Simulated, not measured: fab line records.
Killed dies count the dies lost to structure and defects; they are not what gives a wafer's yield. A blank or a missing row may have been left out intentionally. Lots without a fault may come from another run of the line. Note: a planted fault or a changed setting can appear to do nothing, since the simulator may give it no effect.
fab line records	flow n5Finfet	part 1 of 2: steps 1 to 4 of 6
[record] lots = 23	wafers = 69	lastDay = 17
route steps=1938 shown MOL_CONTACT_COAG@592 BEOL_M0_SAQP@639
lots that met no fault: from a run of the same line without faults
startH: hours from the record's opening day to when the first of the lot's shown wafers began	waitH: how many hours have passed since the lot's step before this one	" unchanged from the row above	L1.1+2: a row that stands for several wafers	- value missing, or start not given	* or withheld: withheld	< > ~ a bound
route shown NAME@n: NAME is a module with steps in the file, n the number in the route of the first one	usual: mean/standard deviation of fault-free wafers	same: alike in all rows	chamber/n: place in a boat	sites: per-site readings	_std_site: their standard deviation	_edge_site: the outer-site mean with the inner-site mean subtracted	radiusMm: for every site, how far away it sits from the centre of the wafer	mask NAME#n: copy n	behind: tool/chamber where the wafer was last shaped	hold: the reason the lot was held/the length of the hold in hours/how it ended	device: whichever transistor did not switch (one of n, p or np)	end of line: tests run on the same wafers once the route is complete	a step with no rows: only its recipe	killed: count of dies lost to structure and defects at first sort (not the wafer's yield)	map: a wafer's dies, x killed, . not, _ none there
set.NAME: the setting the step ran with; set.NAME@STEP: the setting that earlier step ran with	model.NAME: the simulator's own value behind a step, which no gauge read
route steps across a sampled set of lots; one table per step, one row per wafer
services: when a tool's chamber went out of use (startH, in hours from the record's first day, below 0 if earlier), for how many hours, and the reason
[[steps]]
[step N5_MOL_CONTACT_COAG_CD_MEAS_137]
[recipe] targetCdNm = 16
[usual] cdNm = 15.9/0.32
lot.wafer	tool	chamber	startH	waitH	cdNm
L074.2	cdSem-01	-	104.60	0.0	15.7
L074.3	"	-	"	"	15.8
L074.4	"	-	"	"	15.9
L075.1	cdSem-01	-	110.92	0.0	16.1
L075.4	"	-	"	"	15.5
L075.5	"	-	"	"	16.0
L076.3	cdSem-03	-	112.13	0.0	16.3
L076.5	"	-	"	"	16.0
L076.6	"	-	"	"	16.1
L077.2	cdSem-01	-	117.43	0.0	15.9
L077.3	"	-	"	"	15.9
L077.4	"	-	"	"	15.9
L078.1	cdSem-03	-	122.11	0.0	15.9
L078.4	"	-	"	"	16.2
L078.5	"	-	"	"	15.7
L079.1	cdSem-02	-	128.93	0.0	16.1
L079.4	"	-	"	"	15.6
L079.6	"	-	"	"	15.9
L080.3	cdSem-03	-	132.90	0.0	15.8
L080.4	"	-	"	"	16.0
L080.5	"	-	"	"	15.8
L081.3	cdSem-01	-	142.62	0.0	15.3
L081.5	"	-	"	"	16.1
L081.6	"	-	"	"	16.0
L082.1	cdSem-02	-	150.37	0.0	15.6
L082.4	"	-	"	"	15.6
L082.6	"	-	"	"	15.7
L083.1	cdSem-01	-	153.86	0.0	15.7
L083.4	"	-	"	"	15.7
L083.5	"	-	"	"	16.1
L084.1	cdSem-03	-	164.55	0.0	15.9
L084.2	"	-	"	"	15.8
L084.6	"	-	"	"	15.6
L085.3	cdSem-03	-	165.29	0.0	15.9
L085.5	"	-	"	"	16.0
L085.6	"	-	"	"	16.0
L087.1	cdSem-03	-	182.95	0.0	15.9
L087.2	"	-	"	"	16.7
L087.3	"	-	"	"	16.1
L088.2	cdSem-03	-	186.42	0.0	16.1
L088.5	"	-	"	"	16.2
L088.6	"	-	"	"	15.9
L089.1	cdSem-02	-	188.56	0.0	15.7
L089.4	"	-	"	"	16.1
L089.6	"	-	"	"	15.6
L090.2	cdSem-01	-	193.31	0.0	15.5
L090.3	"	-	"	"	15.7
L090.6	"	-	"	"	15.7
L091.1	cdSem-03	-	201.61	0.0	15.9
L091.2	"	-	"	"	16.1
L091.3	"	-	"	"	16.0
L092.2	cdSem-03	-	211.07	0.0	16.2
L092.4	"	-	"	"	16.2
L092.5	"	-	"	"	15.9
L093.1	cdSem-03	-	216.29	0.0	15.4
L093.5	"	-	"	"	15.8
L093.6	"	-	"	"	15.6
L094.1	cdSem-03	-	222.38	0.0	15.7
L094.3	"	-	"	"	16.1
L094.4	"	-	"	"	15.6
L095.2	cdSem-01	-	224.11	0.0	15.4
L095.4	"	-	"	"	16.5
L095.5	"	-	"	"	16.3
L096.1	cdSem-01	-	236.82	0.0	15.8
L096.3	"	-	"	"	15.5
L096.6	"	-	"	"	15.5
L097.3	cdSem-03	-	237.72	0.0	15.7
L097.4	"	-	"	"	15.4
L097.6	"	-	"	"	16.4
[step N5_MOL_CONTACT_COAG_ETCHBACK_136]
[recipe] chemistry = CHF3	target = SiO2	targetDepthA = 250	timeS = 16.7	ionEnergyEv = 200	pressureMtorr = 30	sourceW = 610	biasW = 170	Ar_flow_sccm = 200	CHF3_flow_sccm = 50
[usual] drypumpMotorCurrentA = 5.8/0.33	oesProductAu = 0.82/0.089	rfVppV = 527/5.1	showerheadPlenumPTorr = 2.41/0.066	throttleValvePct = 18.58/0.23
lot.wafer	tool	chamber	startH	waitH	drypumpMotorCurrentA	oesProductAu	rfHoursCounterH	rfVppV	showerheadPlenumPTorr	throttleValvePct
L074.2	rieDiel-04	3	106.01	0.0	5.6	0.70	237	528	2.44	18.71
L074.3	"	0	"	"	5.4	0.92	22	536	2.43	18.59
L074.4	"	2	"	"	5.9	0.85	-	528	2.41	18.82
L075.1	rieDiel-05	3	112.03	0.0	5.9	0.68	214	527	2.36	18.85
L075.4	"	3	"	"	5.9	0.68	-	527	2.36	18.84
L075.5	"	0	"	"	5.1	0.69	-	515	2.25	19.06
L076.3	rieDiel-04	2	113.01	0.0	5.9	0.84	67	529	2.41	18.82
L076.5	"	3	"	"	5.6	0.69	-	528	2.44	18.72
L076.6	"	2	"	"	5.9	0.84	-	529	2.41	18.84
L077.2	rieDiel-05	3	118.31	0.0	5.9	0.67	217	528	2.36	18.85
L077.3	"	2	"	"	5.8	1.00	0	524	2.43	18.06
L077.4	"	3	"	"	5.9	0.67	-	528	2.36	18.88
L078.1	rieDiel-04	1	122.99	0.0	6.0	0.89	36	527	2.43	18.28
L078.4	"	3	"	"	5.5	0.69	245	528	2.44	18.73
L078.5	"	3	"	"	5.6	0.69	-	528	2.44	18.73
L079.1	rieDiel-05	2	130.70	0.0	5.8	0.95	7	524	2.43	18.07
L079.4	"	3	"	"	5.9	0.67	-	527	2.35	18.86
L079.6	"	1	"	"	5.7	0.76	-	530	2.49	18.48
L080.3	rieDiel-06	2	134.00	0.0	5.6	0.78	141	522	2.29	18.71
L080.4	"	1	"	"	6.5	0.87	54	527	2.51	18.59
L080.5	"	1	"	"	6.5	0.87	-	526	2.51	18.60
L081.3	rieDiel-04	2	143.64	0.0	5.9	0.83	80	528	2.41	18.86
L081.5	"	0	"	"	5.4	0.88	-	537	2.43	18.62
L081.6	"	1	"	"	6.0	0.89	-	528	2.43	18.30
L082.1	rieDiel-06	1	151.45	0.0	6.5	0.86	60	523	2.51	18.58
L082.4	"	0	"	"	5.9	0.73	144	518	2.38	18.55
L082.6	"	2	"	"	5.6	0.77	-	521	2.29	18.74
L083.1	rieDiel-05	2	154.86	0.0	5.8	0.94	14	524	2.43	18.09
L083.4	"	1	"	"	5.6	0.75	129	531	2.49	18.51
L083.5	"	1	"	"	5.7	0.76	-	530	2.49	18.52
L084.1	rieDiel-04	0	165.51	0.0	5.4	0.87	48	538	2.42	18.63
L084.2	"	1	"	"	6.0	0.86	55	530	2.42	18.31
L084.6	"	1	"	"	6.0	0.87	-	530	2.42	18.32
L085.3	rieDiel-04	0	166.22	0.0	5.4	0.87	48	536	2.42	18.61
L085.5	"	3	"	"	5.6	0.99	-	527	2.43	18.33
L085.6	"	2	"	"	5.9	0.82	-	529	2.40	18.87
L087.1	rieDiel-05	0	184.38	0.0	5.1	0.90	17	524	2.53	18.67
L087.2	"	1	"	"	5.6	0.74	139	532	2.48	18.53
L087.3	"	3	"	"	5.9	0.66	244	527	2.35	18.91
L088.2	rieDiel-04	1	187.44	0.0	6.0	0.86	61	526	2.42	18.31
L088.5	"	2	"	"	5.9	0.81	-	528	2.40	18.88
L088.6	"	3	"	"	5.6	0.96	-	528	2.43	18.33
L089.1	rieDiel-04	1	189.44	0.0	6.0	0.87	61	527	2.42	18.34
L089.4	"	1	"	"	6.0	0.86	-	526	2.42	18.33
L089.6	"	2	"	"	5.9	0.81	-	527	2.40	18.89
L090.2	rieDiel-04	2	194.19	0.0	5.9	0.80	98	528	2.40	18.90
L090.3	"	1	"	"	6.0	0.85	63	527	2.42	18.33
L090.6	"	1	"	"	6.0	0.86	-	528	2.42	18.34
L091.1	rieDiel-04	3	202.58	0.0	5.6	0.93	16	527	2.43	18.33
L091.2	"	0	"	"	5.4	0.86	55	537	2.42	18.64
L091.3	"	2	"	"	5.9	0.80	101	529	2.40	18.87
L092.2	rieDiel-04	3	211.95	0.0	5.6	0.93	20	528	2.43	18.34
L092.4	"	1	"	"	6.0	0.84	70	527	2.42	18.33
L092.5	"	2	"	"	6.0	0.79	-	525	2.40	18.89
L093.1	rieDiel-06	3	217.17	0.0	6.6	0.67	246	521	2.25	18.44
L093.5	"	1	"	"	6.4	0.85	-	525	2.50	18.63
L093.6	"	0	"	"	5.9	0.72	-	517	2.37	18.56
L094.1	rieDiel-04	1	223.46	0.0	6.0	0.84	74	527	2.42	18.34
L094.3	"	3	"	"	5.6	0.92	24	527	2.43	18.34
L094.4	"	0	"	"	5.5	0.85	63	537	2.42	18.65
L095.2	rieDiel-04	0	225.13	0.0	5.4	0.84	64	538	2.42	18.66
L095.4	"	1	"	"	6.0	0.83	75	527	2.42	18.34
L095.5	"	0	"	"	5.4	0.84	-	536	2.42	18.65
L096.1	rieDiel-06	2	237.96	0.0	5.7	0.75	175	521	2.28	18.80
L096.3	"	1	"	"	6.4	0.82	85	524	2.50	18.64
L096.6	"	2	"	"	5.6	0.75	-	521	2.28	18.78
L097.3	rieDiel-06	2	238.82	0.0	5.7	0.75	175	521	2.28	18.79
L097.4	"	1	"	"	6.5	0.83	-	526	2.50	18.63
L097.6	"	2	"	"	5.6	0.76	-	521	2.28	18.79
[step N5_BEOL_M0_SAQP_THK_MEAS_05]
[usual] thkNm = 60.0/0.68
lot.wafer	tool	chamber	startH	waitH	thkNm
L074.2	filmMetro-01	-	112.41	0.1	59.7
L074.3	"	-	"	"	59.5
L074.4	"	-	"	"	60.3
L075.1	filmMetro-01	-	118.13	0.1	60.2
L075.4	"	-	"	"	60.7
L075.5	"	-	"	"	60.4
L076.3	filmMetro-02	-	120.63	0.1	59.4
L076.5	"	-	"	"	60.0
L076.6	"	-	"	"	60.4
L077.2	filmMetro-02	-	124.06	0.1	60.2
L077.3	"	-	"	"	60.0
L077.4	"	-	"	"	60.6
L078.1	filmMetro-02	-	128.05	0.1	59.8
L078.4	"	-	"	"	60.4
L078.5	"	-	"	"	60.6
L079.1	filmMetro-02	-	136.27	0.1	60.4
L079.4	"	-	"	"	61.7
L079.6	"	-	"	"	60.9
L080.3	filmMetro-01	-	139.70	0.1	59.4
L080.4	"	-	"	"	60.4
L080.5	"	-	"	"	60.6
L081.3	filmMetro-02	-	149.59	0.1	60.0
L081.5	"	-	"	"	61.6
L081.6	"	-	"	"	59.9
L082.1	filmMetro-01	-	156.84	0.1	59.1
L082.4	"	-	"	"	60.2
L082.6	"	-	"	"	59.5
L083.1	filmMetro-02	-	160.18	0.1	59.7
L083.4	"	-	"	"	60.8
L083.5	"	-	"	"	61.0
L084.1	filmMetro-02	-	175.02	0.1	59.9
L084.2	"	-	"	"	60.4
L084.6	"	-	"	"	59.6
L085.3	filmMetro-02	-	176.02	0.1	59.7
L085.5	"	-	"	"	61.0
L085.6	"	-	"	"	61.0
L087.1	filmMetro-02	-	192.62	0.1	59.5
L087.2	"	-	"	"	58.6
L087.3	"	-	"	"	59.8
L088.2	filmMetro-01	-	193.54	0.1	57.9
L088.5	"	-	"	"	60.2
L088.6	"	-	"	"	59.3
L089.1	filmMetro-02	-	197.74	0.1	58.4
L089.4	"	-	"	"	60.6
L089.6	"	-	"	"	59.8
L090.2	filmMetro-02	-	201.26	0.1	59.7
L090.3	"	-	"	"	59.7
L090.6	"	-	"	"	60.5
L091.1	filmMetro-01	-	209.55	0.1	60.7
L091.2	"	-	"	"	59.8
L091.3	"	-	"	"	60.0
L092.2	filmMetro-01	-	217.97	0.1	59.5
L092.4	"	-	"	"	60.1
L092.5	"	-	"	"	60.0
L093.1	filmMetro-01	-	222.11	0.1	59.3
L093.5	"	-	"	"	60.4
L093.6	"	-	"	"	60.3
L094.1	filmMetro-02	-	229.17	0.1	59.2
L094.3	"	-	"	"	58.6
L094.4	"	-	"	"	60.0
L095.2	filmMetro-01	-	232.48	0.1	59.9
L095.4	"	-	"	"	59.6
L095.5	"	-	"	"	60.7
L096.1	filmMetro-01	-	243.37	0.1	60.3
L096.3	"	-	"	"	59.2
L096.6	"	-	"	"	60.7
L097.3	filmMetro-02	-	246.18	0.1	58.8
L097.4	"	-	"	"	59.9
L097.6	"	-	"	"	60.0
[step N5_BEOL_M0_SAQP_HM_OPEN_112]
[recipe] chemistry = CHF3/O2	target = SiO2	stopOn = a-Si	targetDepthA = 120	overEtchFrac = 1.25	maskMaterial = SOC	timeS = 13.5	pressureMtorr = 30	sourceW = 650	biasW = 170	Ar_flow_sccm = 200	CHF3_flow_sccm = 50	O2_flow_sccm = 5	ionEnergyEv = 200	ends = endPoint
[usual] O2_flow_sccm = 4.997/0.015	drypumpMotorCurrentA = 5.6/0.52	oesProductAu = 0.53/0.049	rfVppV = 526/4.1	showerheadPlenumPTorr = 2.44/0.071	throttleValvePct = 18.78/0.24
[same] overEtchFrac = 1.25
lot.wafer	tool	chamber	startH	waitH	O2_flow_sccm	drypumpMotorCurrentA	oesProductAu	rfHoursCounterH	rfVppV	showerheadPlenumPTorr	throttleValvePct
L074.2	rieDiel-01	1	113.47	0.0	5.011	5.7	0.53	115	528	2.43	18.73
L074.3	"	0	"	"	5.004	5.7	0.57	28	526	2.56	18.89
L074.4	"	2	"	"	4.983	4.9	0.56	59	524	2.34	18.49
L075.1	rieDiel-01	3	118.80	0.0	5.008	5.5	0.59	22	535	2.46	18.72
L075.4	"	1	"	"	4.996	5.7	0.51	117	528	2.43	18.73
L075.5	"	3	"	"	4.996	5.5	0.60	-	535	2.46	18.71
L076.3	rieDiel-01	3	121.42	0.0	5.006	5.6	0.60	23	536	2.46	18.72
L076.5	"	0	"	"	5.016	5.8	0.58	-	527	2.56	18.88
L076.6	"	1	"	"	4.990	5.7	0.51	-	529	2.43	18.74
L077.2	rieDiel-02	3	124.82	0.0	5.017	4.9	0.46	217	529	2.48	19.01
L077.3	"	1	"	"	4.990	5.8	0.45	223	525	2.39	19.31
L077.4	"	2	"	"	4.995	5.0	0.53	68	519	2.35	18.85
L078.1	rieDiel-01	1	128.86	0.0	4.985	5.7	0.52	120	527	2.43	18.73
L078.4	"	2	"	"	5.001	4.9	0.56	64	526	2.34	18.50
L078.5	"	3	"	"	4.997	5.5	0.59	-	533	2.46	18.73
L079.1	rieDiel-02	2	136.91	0.0	5.004	5.1	0.54	73	520	2.35	18.84
L079.4	"	1	"	"	4.979	5.8	0.46	227	525	2.39	19.32
L079.6	"	3	"	"	4.966	4.9	0.47	-	528	2.48	18.99
L080.3	rieDiel-02	0	140.54	0.0	4.993	6.1	0.51	133	526	2.50	18.41
L080.4	"	2	"	"	5.005	5.0	0.54	74	519	2.35	18.85
L080.5	"	2	"	"	5.004	5.1	0.54	-	520	2.35	18.84
L081.3	rieDiel-01	0	150.35	0.0	4.984	5.8	0.56	41	527	2.55	18.91
L081.5	"	1	"	"	5.013	5.7	0.52	-	528	2.42	18.74
L081.6	"	2	"	"	4.998	4.9	0.55	-	525	2.34	18.50
L082.1	rieDiel-03	1	157.64	0.0	5.018	6.5	0.48	194	523	2.48	18.88
L082.4	"	0	"	"	4.985	5.6	0.62	13	528	2.37	18.28
L082.6	"	0	"	"	4.993	5.6	0.62	-	530	2.37	18.28
L083.1	rieDiel-01	0	160.95	0.0	4.958	5.8	0.56	44	526	2.55	18.91
L083.4	"	2	"	"	5.012	4.8	0.54	75	524	2.34	18.50
L083.5	"	1	"	"	4.989	5.7	0.52	-	528	2.42	18.75
L084.1	rieDiel-03	0	175.78	0.0	4.986	5.7	0.62	17	532	2.37	18.28
L084.2	"	3	"	"	4.978	5.7	0.58	23	526	2.45	18.67
L084.6	"	1	"	"	4.989	6.6	0.48	-	525	2.48	18.89
L085.3	rieDiel-03	0	176.78	0.0	4.969	5.6	0.61	17	530	2.37	18.29
L085.5	"	0	"	"	4.984	5.6	0.62	-	529	2.37	18.28
L085.6	"	1	"	"	5.003	6.6	0.49	-	524	2.48	18.89
L087.1	rieDiel-02	0	193.39	0.0	5.000	6.1	0.49	147	525	2.50	18.46
L087.2	"	1	"	"	4.993	5.8	0.45	245	525	2.38	19.36
L087.3	"	3	"	"	5.010	4.9	0.45	238	528	2.47	19.02
L088.2	rieDiel-02	0	194.30	0.0	5.036	6.1	0.49	147	525	2.50	18.45
L088.5	"	2	"	"	4.975	5.1	0.52	-	520	2.34	18.87
L088.6	"	3	"	"	5.007	4.9	0.45	-	529	2.47	19.03
L089.1	rieDiel-01	2	198.54	0.0	5.003	4.9	0.53	85	525	2.33	18.54
L089.4	"	1	"	"	5.023	5.7	0.50	141	528	2.42	18.77
L089.6	"	1	"	"	5.008	5.7	0.51	-	528	2.42	18.77
L090.2	rieDiel-02	1	202.02	0.0	4.994	5.8	0.45	247	524	2.38	19.35
L090.3	"	2	"	"	5.001	5.0	0.52	89	519	2.34	18.86
L090.6	"	3	"	"	4.984	4.9	0.44	-	529	2.47	19.06
L091.1	rieDiel-01	3	210.53	0.0	4.993	5.5	0.57	43	534	2.46	18.74
L091.2	"	1	"	"	4.987	5.7	0.50	144	528	2.42	18.76
L091.3	"	2	"	"	4.970	4.8	0.54	88	526	2.33	18.54
L092.2	rieDiel-03	3	218.74	0.0	5.001	5.8	0.58	36	527	2.45	18.70
L092.4	"	1	"	"	4.994	6.6	0.47	212	524	2.48	18.91
L092.5	"	2	"	"	4.990	6.4	0.55	-	521	2.55	18.64
L093.1	rieDiel-01	2	222.74	0.0	4.997	4.8	0.52	93	524	2.33	18.53
L093.5	"	2	"	"	5.013	4.9	0.53	-	524	2.33	18.54
L093.6	"	3	"	"	5.031	5.5	0.57	-	536	2.45	18.76
L094.1	rieDiel-02	0	230.28	0.0	4.982	6.1	0.49	157	522	2.49	18.46
L094.3	"	2	"	"	4.979	5.0	0.52	98	520	2.34	18.88
L094.4	"	3	"	"	5.005	4.9	0.45	-	528	2.47	19.06
L095.2	rieDiel-01	2	233.11	0.0	4.986	4.9	0.53	96	524	2.33	18.55
L095.4	"	1	"	"	4.998	5.7	0.51	151	527	2.41	18.79
L095.5	"	1	"	"	4.961	5.7	0.50	-	527	2.41	18.78
L096.1	rieDiel-03	2	244.14	0.0	4.999	6.4	0.55	55	520	2.54	18.65
L096.3	"	3	"	"	4.980	5.7	0.56	45	526	2.45	18.72
L096.6	"	1	"	"	5.000	6.6	0.47	-	526	2.47	18.94
L097.3	rieDiel-03	2	246.82	0.0	5.000	6.4	0.56	56	519	2.54	18.66
L097.4	"	1	"	"	5.008	6.6	0.48	-	525	2.47	18.92
L097.6	"	3	"	"	5.013	5.7	0.57	-	527	2.45	18.71
